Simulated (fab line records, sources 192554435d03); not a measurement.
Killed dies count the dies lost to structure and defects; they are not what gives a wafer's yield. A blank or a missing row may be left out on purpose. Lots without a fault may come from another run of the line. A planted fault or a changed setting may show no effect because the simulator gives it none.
fab line records	flow n5Finfet
record: lots: 9	wafers: 23	lastDay: 18
route steps=1938 shown FIN_CUT@175 STI_FIN_REVEAL@190 BEOL_M4@1111 PASSIVATION@1936
lots untouched by any fault: they come from a run of this same line in which no faults occurred
startH: hours from the record's opening day to when the first of the lot's shown wafers began	waitH: time in hours since the lot's previous step	" unchanged from the row above	L1.1+2: several wafers, shown together as one row	- no value, or no start given	* or withheld: withheld	< > ~ a bound
route shown NAME@n: NAME is a module with steps in the file, n the number in the route of the first one	usual: average and standard deviation across the fault-free wafers	same: alike in all rows	chamber/n: place in a boat	sites: the reading at each site	_std_site: standard deviation across them	_edge_site: inner sites' mean taken away from outer sites' mean	radiusMm: for every site, how far away it sits from the centre of the wafer	mask NAME#n: copy n	behind: tool/chamber where the wafer was last shaped	hold: what put the lot on hold/how long, in hours/how the hold closed	device: transistor that didn't switch, given as n, p or np	end of line: the route-end tests of the same wafers	step lacking rows: just its recipe	killed: the dies lost at the first sort to structure and to defects; this is not the yield of the wafer	map: the dies of a wafer, with x for killed, . for not killed, _ for no die there
set.NAME: the setting that was run; set.NAME@STEP: the one run at that earlier step	model.NAME: the simulator's own value behind a step, which no gauge read
the route's steps for a sample of lots (tables are steps, rows are wafers)
services: a tool's chamber out of use, with start hour (startH, from the record's first day; less than 0 if before it), hours out, and reason
== steps ==
step: N5_FIN_CUT_PRECLEAN_35
recipe: timeS: 13.3	tempC: 45	pressureTorr: 125	pHfTorr: 3	pCoreactantTorr: 25	chemistry: vHF
usual: drypumpMotorCurrentA: 5.4/0.45
same: timeS: 13.3
lot.wafer	tool	chamber	startH	waitH	drypumpMotorCurrentA
L678.1	vaporEtch-01	1	32.76	0.0	5.2
L678.2	"	0	"	"	6.1
L678.4	"	1	"	"	5.2
L682.2	vaporEtch-02	0	60.13	0.0	5.6
L682.3	"	1	"	"	4.9
L682.6	"	1	"	"	4.9
L686.1	vaporEtch-01	1	81.90	0.0	5.2
L686.4	"	1	"	"	5.2
L686.6	"	0	"	"	6.1
L687.3	vaporEtch-02	0	92.14	0.6	5.6
L687.5	"	1	"	"	4.9
L687.6	"	0	"	"	5.6
L691.6	vaporEtch-02	1	111.59	0.1	4.9
L692.3	vaporEtch-01	1	118.45	0.1	5.2
L695.1	vaporEtch-02	0	136.75	0.0	5.6
L695.2	"	1	"	"	4.9
L695.5	"	1	"	"	4.9
L697.2	vaporEtch-02	0	147.45	0.0	5.6
L697.4	"	0	"	"	5.6
L697.5	"	0	"	"	5.6
L698.2	vaporEtch-02	0	155.25	0.0	5.6
L698.3	"	0	"	"	5.6
L698.6	"	1	"	"	4.9
step: N5_FIN_CUT_CUT_ETCH_28
recipe: chemistry: HBr/Cl2/O2	target: Si	targetDepthA: 60	maskMaterial: SOC	timeS: 2.4	ionEnergyEv: *	biasW: *	pressureMtorr: 10	icpW: 800	HBr_flow_sccm: 150	Cl2_flow_sccm: 80	O2_flow_sccm: 12
usual: drypumpMotorCurrentA: 5.7/0.45	oesProductAu: 1.000/0.011	throttleValvePct: 37.16/0.16
same: timeS: 2.4
lot.wafer	tool	chamber	startH	waitH	drypumpMotorCurrentA	oesProductAu	rfHoursCounterH	throttleValvePct
L678.1	rieSi-04	0	32.89	0.0	4.9	1.027	198	37.11
L678.2	"	1	"	"	5.8	1.005	31	37.29
L678.4	"	1	"	"	5.8	1.010	-	37.29
L682.2	rieSi-01	1	60.27	0.0	5.4	1.001	147	37.23
L682.3	"	3	"	"	6.1	0.995	5	36.90
L682.6	"	1	"	"	5.4	0.993	-	37.20
L686.1	rieSi-01	3	82.03	0.0	6.1	0.999	6	36.90
L686.4	"	0	"	"	5.2	0.991	151	37.39
L686.6	"	3	"	"	6.2	1.002	-	36.91
L687.3	rieSi-04	2	92.26	0.0	6.6	0.994	121	36.89
L687.5	"	3	"	"	5.4	0.973	-	37.33
L687.6	"	1	"	"	5.8	1.007	-	37.27
L691.6	rieSi-04	3	111.70	0.0	5.4	0.976	-	37.34
L692.3	rieSi-01	2	118.56	0.0	6.3	1.010	51	37.33
L695.1	rieSi-02	0	136.88	0.0	5.4	0.997	176	37.15
L695.2	"	2	"	"	5.7	1.008	107	36.98
L695.5	"	0	"	"	5.4	1.012	-	37.17
L697.2	rieSi-02	1	147.59	0.0	5.5	1.013	191	37.20
L697.4	"	1	"	"	5.5	1.000	-	37.20
L697.5	"	2	"	"	5.7	0.997	-	36.99
L698.2	rieSi-02	2	155.38	0.0	5.7	0.989	108	36.98
L698.3	"	0	"	"	5.4	1.001	177	37.15
L698.6	"	0	"	"	5.3	1.001	-	37.17
step: N5_STI_FIN_REVEAL_ETCHBACK_08
recipe: chemistry: C4F6/O2	target: SiO2	targetDepthA: 305	timeS: 10.167	ionEnergyEv: 250	pressureMtorr: 30	sourceW: 345	biasW: 185	Ar_flow_sccm: 300	C4F6_flow_sccm: 10	O2_flow_sccm: 10
usual: drypumpMotorCurrentA: 5.9/0.49	oes_f_703_au: 0.76/0.093	oesProductAu: 0.76/0.096	rfVppV: 664/8.6	showerheadPlenumPTorr: 2.89/0.1	throttleValvePct: 21.21/0.17
same: timeS: 10.167
lot.wafer	tool	chamber	startH	waitH	drypumpMotorCurrentA	oes_f_703_au	oesProductAu	rfHoursCounterH	rfVppV	showerheadPlenumPTorr	throttleValvePct
L678.1	rieDiel-03	3	39.05	0.2	5.5	0.72	0.72	184	669	2.94	21.21
L678.2	"	0	"	"	5.6	0.70	0.70	225	661	2.93	21.26
L678.4	"	2	"	"	6.6	0.97	0.99	3	656	3.05	21.07
L682.2	rieDiel-03	3	66.43	0.2	5.5	0.71	0.71	197	670	2.93	21.24
L682.3	"	1	"	"	5.8	0.72	0.71	214	650	2.70	21.24
L682.6	"	3	"	"	5.5	0.71	0.71	-	669	2.93	21.22
L686.1	rieDiel-02	0	89.56	0.5	5.3	0.67	0.68	232	673	2.93	21.61
L686.4	"	3	"	"	6.7	0.75	0.74	179	664	2.84	21.40
L686.6	"	3	"	"	6.7	0.75	0.74	-	663	2.84	21.40
L687.3	rieDiel-01	2	98.68	0.1	5.2	0.72	0.71	202	670	2.94	21.33
L687.5	"	2	"	"	5.2	0.72	0.70	-	671	2.94	21.32
L687.6	"	0	"	"	5.5	0.72	0.70	-	665	2.91	21.14
L691.6	rieDiel-03	2	117.62	0.1	6.6	0.89	1.16	-	657	3.03	21.33
L692.3	rieDiel-03	2	124.53	0.1	6.6	0.89	1.18	38	655	3.03	21.35
L695.1	rieDiel-01	2	142.93	0.3	5.2	0.71	0.69	220	670	2.93	21.35
L695.2	"	3	"	"	6.0	0.77	0.77	119	679	2.87	21.11
L695.5	"	1	"	"	5.9	0.97	0.97	-	667	3.04	20.73
L697.2	rieDiel-01	2	155.87	0.5	5.1	0.70	0.69	226	671	2.92	21.35
L697.4	"	0	"	"	5.5	0.70	0.69	-	662	2.90	21.15
L697.5	"	3	"	"	6.0	0.77	0.77	-	678	2.87	21.13
L698.2	rieDiel-02	1	161.41	0.3	6.3	0.68	0.68	249	678	2.81	21.34
L698.3	"	3	"	"	6.7	0.73	0.72	209	663	2.82	21.45
L698.6	"	3	"	"	6.7	0.73	0.72	-	662	2.82	21.47
step: N5_STI_FIN_REVEAL_STRIP_24
recipe: chemistry: N2/H2	timeS: 90	powerW: 100	tempC: 40	pressureMtorr: 100	rfFrequencyHz: 6e+07	biasPowerW: 3	n2FlowSccm: 300	h2FlowSccm: 300
usual: drypumpMotorCurrentA: 5.9/0.49	oesProductAu: 0.76/0.097	rfVppV: 45.4/0.86	showerheadPlenumPTorr: 3.43/0.12	throttleValvePct: 12.30/0.27
same: timeS: 90
lot.wafer	tool	chamber	startH	waitH	drypumpMotorCurrentA	oesProductAu	rfHoursCounterH	rfVppV	showerheadPlenumPTorr	throttleValvePct
L678.1	rieDiel-03	3	39.09	0.0	5.5	0.72	184	45.2	3.50	12.36
L678.2	"	0	"	"	5.6	0.71	225	44.7	3.47	12.44
L678.4	"	2	"	"	6.7	1.00	3	46.7	3.60	11.86
L682.2	rieDiel-03	3	66.46	0.0	5.5	0.71	197	45.3	3.49	12.38
L682.3	"	1	"	"	5.8	0.70	214	45.7	3.22	12.45
L682.6	"	3	"	"	5.5	0.71	-	45.5	3.49	12.39
L686.1	rieDiel-02	0	89.60	0.0	5.4	0.68	232	45.7	3.46	12.63
L686.4	"	3	"	"	6.7	0.74	179	45.5	3.36	12.54
L686.6	"	3	"	"	6.7	0.74	-	46.3	3.36	12.52
L687.3	rieDiel-01	2	98.71	0.0	5.2	0.71	202	44.4	3.48	12.52
L687.5	"	2	"	"	5.2	0.72	-	45.6	3.48	12.52
L687.6	"	0	"	"	5.5	0.70	-	46.3	3.47	12.44
L691.6	rieDiel-03	2	117.68	0.0	6.6	0.90	-	45.7	3.58	11.96
L692.3	rieDiel-03	2	124.57	0.0	6.6	0.90	38	45.0	3.58	11.95
L695.1	rieDiel-01	2	142.96	0.0	5.2	0.69	220	46.0	3.47	12.56
L695.2	"	3	"	"	6.0	0.78	119	46.2	3.40	12.07
L695.5	"	1	"	"	6.0	0.97	-	46.2	3.59	11.59
L697.2	rieDiel-01	2	155.91	0.0	5.2	0.70	226	43.9	3.47	12.56
L697.4	"	0	"	"	5.5	0.68	-	44.2	3.46	12.46
L697.5	"	3	"	"	6.0	0.77	-	43.9	3.40	12.10
L698.2	rieDiel-02	1	161.45	0.0	6.3	0.67	249	46.8	3.33	12.47
L698.3	"	3	"	"	6.7	0.72	209	46.0	3.34	12.61
L698.6	"	3	"	"	6.7	0.71	-	45.1	3.34	12.61
step: N5_STI_FIN_REVEAL_FIN_H_MEAS_10
usual: trenchDepthNm: 51.8/0.77
lot.wafer	tool	chamber	startH	waitH	trenchDepthNm
L678.1	ocd-01	-	42.10	0.0	51.5
L678.2	"	-	"	"	51.5
L678.4	"	-	"	"	53.4
L682.2	ocd-02	-	69.66	0.0	51.7
L682.3	"	-	"	"	51.9
L682.6	"	-	"	"	51.2
L686.1	ocd-02	-	92.57	0.0	51.4
L686.4	"	-	"	"	51.1
L686.6	"	-	"	"	51.0
L687.3	ocd-01	-	101.63	0.0	50.8
L687.5	"	-	"	"	51.3
L687.6	"	-	"	"	51.9
L691.6	ocd-01	-	120.56	0.0	67.7
L692.3	ocd-01	-	128.02	0.0	67.4
L695.1	ocd-02	-	146.14	0.0	51.2
L695.2	"	-	"	"	52.8
L695.5	"	-	"	"	53.1
L697.2	ocd-02	-	158.82	0.0	51.1
L697.4	"	-	"	"	51.4
L697.5	"	-	"	"	52.2
L698.2	ocd-02	-	164.55	0.0	51.8
L698.3	"	-	"	"	51.9
L698.6	"	-	"	"	51.4
step: N5_BEOL_M4_RC_MEAS_101
usual: DIBL_N: 36.1/1.4	DIBL_P: 36.3/1.4	IGATE_N: 0.0127/0.0015	IOFF_N: 0.154/0.021	IOFF_P: 0.21/0.032	ION_N: 670/8.1	ION_P: 461/7	REXT_N: 75.3/1.5	SS_N: 71.4/0.49	SS_P: 73.3/0.5	VT_N: 250.4/2.6	VT_P: -250/3.7
lot.wafer	tool	chamber	startH	waitH	DIBL_N[mV/V]	DIBL_P[mV/V]	IGATE_N[nA/um]	IOFF_N[nA/um]	IOFF_P[nA/um]	ION_N[uA/um]	ION_P[uA/um]	REXT_N[ohm.um]	SS_N[mV/dec]	SS_P[mV/dec]	VT_N[mV]	VT_P[mV]
L678.1	prober-02	0	201.28	0.0	38.2	36.8	0.0139	0.170	0.20	676	451	75.6	71.7	73.0	246.3	-252
L678.2	"	0	"	"	37.8	37.5	0.0148	0.172	0.20	682	458	75.7	71.7	73.5	248.8	-254
L678.4	"	0	"	"	36.8	36.2	0.0129	0.154	0.18	681	465	76.1	70.8	73.3	248.1	-254
L682.2	prober-02	0	239.01	0.2	35.3	36.6	0.0130	0.152	0.21	668	458	72.8	71.9	73.1	249.3	-251
L682.3	"	0	"	"	34.5	35.5	0.0115	0.133	0.19	664	456	72.7	71.6	72.4	250.4	-252
L682.6	"	0	"	"	35.5	35.6	0.0118	0.142	0.20	662	455	73.0	71.7	72.9	252.5	-251
L686.1	prober-01	0	248.04	0.0	35.1	36.0	0.0116	0.141	0.20	662	457	74.5	71.4	73.0	254.2	-249
L686.4	"	0	"	"	36.4	37.5	0.0127	0.166	0.22	678	466	74.7	71.6	73.6	249.0	-251
L686.6	"	0	"	"	35.4	36.5	0.0127	0.148	0.21	668	464	74.2	71.1	73.7	252.4	-250
L687.3	prober-01	0	255.33	0.3	37.1	35.0	0.0099	0.145	0.19	661	449	72.7	70.9	72.9	252.3	-252
L687.5	"	0	"	"	38.1	36.5	0.0107	0.171	0.22	664	459	72.7	71.4	73.3	250.1	-250
L687.6	"	0	"	"	36.8	35.5	0.0101	0.142	0.19	663	458	73.0	71.2	72.8	250.8	-254
L691.6	prober-02	0	272.20	0.8	33.9	35.8	0.0178	0.162	0.20	750	460	68.9	71.2	73.3	246.0	-252
L692.3	prober-01	0	275.87	0.3	36.8	36.9	0.0159	0.176	0.19	757	463	73.0	71.2	73.5	246.1	-255
L695.1	prober-01	0	305.70	0.0	34.7	34.4	0.0116	0.133	0.17	656	453	76.3	71.4	72.7	252.5	-254
L695.2	"	0	"	"	34.2	34.5	0.0124	0.122	0.17	664	452	77.0	71.5	72.2	252.3	-253
L695.5	"	0	"	"	35.3	34.9	0.0124	0.134	0.18	669	459	76.3	71.7	73.5	253.1	-252
L698.2	prober-02	0	312.62	0.2	35.7	36.6	0.0121	0.149	0.21	667	460	77.7	71.2	72.6	250.2	-249
L698.3	"	0	"	"	35.4	36.2	0.0139	0.144	0.20	667	463	76.0	71.3	72.9	253.2	-251
L698.6	"	0	"	"	35.3	36.6	0.0114	0.150	0.21	671	465	77.2	71.4	73.3	250.8	-248
L697.2	prober-02	0	328.64	0.2	37.8	38.2	0.0139	0.167	0.22	665	453	75.8	71.4	73.6	249.4	-250
L697.4	"	0	"	"	37.4	37.7	0.0119	0.154	0.21	661	459	76.9	71.3	73.1	250.7	-251
L697.5	"	0	"	"	38.6	39.7	0.0107	0.186	0.24	679	463	76.3	71.7	73.4	250.4	-251
step: N5_PASSIVATION_PROBE_49
usual: defectLimitedYield: 91.0/1.6	killed_at_M0_to_M3: 35/11	killed_at_M4_up: 14/5.1	killedAtContacts: 12/6.6	killedAtFrontEnd: 41/12	killedAtOther: 4/3	killedDies: 107/19	killedOpen: 70/15	killedShort: 35/8.5	sort_bin_5_function: 5.3/1	sort_bin_6_memory: 3.4/0.73	sortNPass: 1073/19	sortYieldPct: 91.0/1.6
same: grossDies: 1180	killedAtBackSide: 0	sort_bin_4_leakage[%]: 0	sort_bin_8_speed[%]: 0
lot.wafer	tool	chamber	startH	waitH	defectLimitedYield[%]	killed_at_M0_to_M3	killed_at_M4_up	killedAtContacts	killedAtFrontEnd	killedAtOther	killedDies	killedOpen	killedShort	sort_bin_5_function[%]	sort_bin_6_memory[%]	sortNPass	sortYieldPct[%]
L678.1	prober-01	-	317.68	0.0	87.1	42	17	6	81	6	152	82	66	8.1	4.2	1028	87.1
L678.2	prober-01	-	317.73	0.1	90.1	24	20	17	52	4	117	77	38	5.4	4.0	1063	90.1
L678.4	prober-01	-	317.83	0.2	88.9	45	22	12	46	6	131	86	41	5.8	4.8	1049	88.9
L686.1	prober-01	-	347.51	0.0	91.4	49	15	4	25	8	101	70	31	4.7	3.6	1079	91.4
L686.4	prober-01	-	347.66	0.2	88.7	54	5	16	48	10	133	75	53	6.4	4.2	1047	88.7
L686.6	prober-01	-	347.76	0.3	91.5	58	5	5	27	5	100	64	35	5.0	3.2	1080	91.5
L682.2	prober-02	-	347.73	0.1	93.7	22	11	6	26	9	74	43	28	4.3	1.9	1106	93.7
L682.3	prober-02	-	347.78	0.1	90.5	30	27	13	36	6	112	74	33	5.6	3.6	1068	90.5
L682.6	prober-02	-	347.93	0.3	92.1	27	18	9	37	2	93	58	26	5.2	2.5	1087	92.1
L691.6	prober-02	-	380.35	0.3	92.4	33	13	8	33	3	90	63	26	4.3	3.1	1090	92.4
L697.2	prober-01	-	440.45	0.1	88.6	41	12	36	44	1	134	82	50	6.6	4.3	1046	88.6
L697.4	prober-01	-	440.55	0.2	88.3	70	11	11	42	4	138	87	50	6.1	5.3	1042	88.3
L697.5	prober-01	-	440.60	0.2	87.5	42	11	17	70	7	147	90	54	6.8	4.9	1033	87.5
killed by level:class
L678.1 STI_FIN_REVEAL:geometricParticle:open=21 BEOL_M0_SAQP:geometricParticle:short=20 FIN_SAQP:geometricParticle:open=12 GATE_CUT:geometricParticle:short=12 FIN_SAQP:geometricParticle:short=11 BEOL_M0_SAQP:geometricParticle:open=11 STI_FIN_REVEAL:geometricParticle:short=6 BEOL_M1:geometricParticle:open=5
L678.2 MOL_CONTACT_COAG:geometricParticle:open=16 FIN_SAQP:geometricParticle:short=12 FIN_SAQP:geometricParticle:open=10 GATE_CUT:geometricParticle:short=7 BEOL_M7:geometricParticle:open=6 DUMMY_GATE:geometricParticle:open=5 BEOL_M4:geometricParticle:open=5 BEOL_M2:geometricParticle:open=5
L678.4 BEOL_M0_SAQP:geometricParticle:short=17 FIN_SAQP:geometricParticle:open=16 BEOL_M0_SAQP:geometricParticle:open=11 MOL_CONTACT_COAG:geometricParticle:open=9 FIN_SAQP:geometricParticle:short=7 BEOL_M4:geometricParticle:open=7 STARTING-WAFER:geometricParticle:open=6 BEOL_M1:geometricParticle:open=5
L686.1 BEOL_M0_SAQP:geometricParticle:open=14 BEOL_M1:geometricParticle:open=8 BEOL_M3:geometricParticle:open=8 BEOL_M0_SAQP:geometricParticle:short=7 BEOL_M5:geometricParticle:open=7 GATE_CUT:geometricParticle:open=4 MOL_CONTACT_COAG:geometricParticle:open=4 STI_FIN_REVEAL:geometricParticle:open=3
L686.4 BEOL_M0_SAQP:geometricParticle:open=22 BEOL_M0_SAQP:geometricParticle:short=16 MOL_CONTACT_COAG:geometricParticle:open=12 FIN_SAQP:geometricParticle:open=8 GATE_CUT:geometricParticle:short=8 BEOL_M3:geometricParticle:open=8 STI_FIN_REVEAL:geometricParticle:open=6 HKMG_FIN:areaEtch=5
L682.2 STI_FIN_REVEAL:geometricParticle:open=10 BEOL_M2:geometricParticle:open=7 BEOL_M3:geometricParticle:open=5 FIN_SAQP:geometricParticle:open=4 BEOL_M0:geometricParticle:short=4 PAD_METAL:geometricParticle:open=4 PAD_METAL:geometricParticle:short=4 FIN_SAQP:geometricParticle:short=3
L686.6 BEOL_M1:geometricParticle:open=18 BEOL_M0_SAQP:geometricParticle:short=17 BEOL_M0_SAQP:geometricParticle:open=13 STARTING-WAFER:geometricParticle:open=5 FIN_SAQP:geometricParticle:open=4 STI_FIN_REVEAL:geometricParticle:open=4 MOL_CONTACT_COAG:geometricParticle:open=4 BEOL_M3:geometricParticle:open=4
L682.3 STI_FIN_REVEAL:geometricParticle:open=19 MOL_CONTACT_COAG:geometricParticle:open=9 BEOL_M2:geometricParticle:open=7 BEOL_M1:geometricParticle:open=6 BEOL_M5:geometricParticle:open=6 FIN_SAQP:geometricParticle:short=4 BEOL_M0_SAQP:geometricParticle:open=4 BEOL_M0_SAQP:geometricParticle:short=4
L682.6 STI_FIN_REVEAL:geometricParticle:open=12 MOL_CONTACT_COAG:geometricParticle:open=7 BEOL_M0_SAQP:geometricParticle:open=6 BEOL_M2:geometricParticle:open=6 BEOL_M6:geometricParticle:open=5 BEOL_M1:geometricParticle:open=4 BEOL_M3:geometricParticle:open=4 BEOL_M4:geometricParticle:open=4
L691.6 BEOL_M0_SAQP:geometricParticle:open=13 BEOL_M4:geometricParticle:open=8 FIN_SAQP:geometricParticle:open=7 MOL_CONTACT_COAG:geometricParticle:open=7 STARTING-WAFER:geometricParticle:short=6 FIN_SAQP:geometricParticle:short=5 STI_FIN_REVEAL:geometricParticle:open=5 BEOL_M0_SAQP:geometricParticle:short=5
L697.2 MOL_CONTACT_COAG:geometricParticle:open=27 FIN_SAQP:geometricParticle:short=16 FIN_SAQP:geometricParticle:open=12 BEOL_M0_SAQP:geometricParticle:short=11 BEOL_M0_SAQP:geometricParticle:open=10 MOL_CONTACT_COAG:geometricParticle:short=9 BEOL_M2:geometricParticle:open=6 BEOL_M3:geometricParticle:open=6
L697.4 FIN_SAQP:geometricParticle:open=20 BEOL_M0_SAQP:geometricParticle:short=17 BEOL_M3:geometricParticle:open=13 BEOL_M0_SAQP:geometricParticle:open=12 BEOL_M2:geometricParticle:open=12 FIN_SAQP:geometricParticle:short=11 MOL_CONTACT_COAG:geometricParticle:open=9 BEOL_M4:geometricParticle:open=9
L697.5 FIN_SAQP:geometricParticle:short=20 FIN_SAQP:geometricParticle:open=17 BEOL_M2:geometricParticle:open=15 MOL_CONTACT_COAG:geometricParticle:open=15 BEOL_M0_SAQP:geometricParticle:open=9 DUMMY_GATE:geometricParticle:open=6 GATE_CUT:geometricParticle:short=6 BEOL_M0_SAQP:geometricParticle:short=6
== services ==
tool	chamber	startH	hours	kind
rieSi-04	2	9.98	1.2	repair
rieSi-01	2	10.85	15.7	repair
rieSi-04	-	12.34	15.6	pm
rieSi-01	-	15.77	15.6	pm
rieDiel-02	0	27.25	10.5	repair
rieSi-04	3	32.26	7.0	repair
rieSi-01	-	46.40	0.1	repair
rieDiel-01	2	54.40	8.8	repair
rieDiel-02	1	54.67	4.9	repair
rieSi-02	-	57.25	1.5	repair
rieDiel-03	0	57.67	8.5	repair
rieDiel-02	2	61.56	5.3	repair
rieDiel-01	-	74.15	2.8	pm
rieDiel-02	0	78.19	4.7	repair
rieDiel-02	1	80.59	1.8	repair
vaporEtch-01	-	91.27	1.7	repair
rieDiel-01	3	96.04	6.8	repair
vaporEtch-02	-	102.72	0.1	repair
rieDiel-02	-	117.35	0.2	repair
rieDiel-01	1	122.55	-	clean
rieSi-01	-	122.83	0.1	repair
rieSi-01	2	126.42	14.6	repair
rieSi-02	0	142.74	5.9	repair
rieDiel-03	-	149.07	14.6	pm
== key ==
firstSign: step: N5_STI_FIN_REVEAL_ETCHBACK_08	reading: oesProductAu	direction: up	sigmas: 4.3	usual: 0.76	struck: 1.17
effect: step: N5_STI_FIN_REVEAL_FIN_H_MEAS_10	reading: trenchDepthNm	direction: up	sigmas: 21	usual: 51.8	struck: 67.5
effect: step: N5_BEOL_M4_RC_MEAS_101	reading: ION_N	direction: up	sigmas: 10	usual: 670	struck: 754
effect: step: N5_BEOL_M4_RC_MEAS_101	reading: REXT_N	direction: down	sigmas: 2.9	usual: 75.3	struck: 70.9
effect: step: N5_BEOL_M4_RC_MEAS_101	reading: IGATE_N	direction: up	sigmas: 2.7	usual: 0.0127	struck: 0.0169
metAt N5_STI_FIN_REVEAL_ETCHBACK_08
struckLots L691,L692
notActingAt N5_FIN_CUT_PRECLEAN_35,N5_FIN_CUT_CUT_ETCH_28,N5_STI_FIN_REVEAL_STRIP_24
onsetBetween 66.43 117.62
fault: kind: processParameterDrift	tool: rieDiel-03	chamber: -	onsetH: 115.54	steps: N5_STI_FIN_REVEAL_ETCHBACK_08	channel: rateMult	offset: 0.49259	shape: step	endH: 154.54
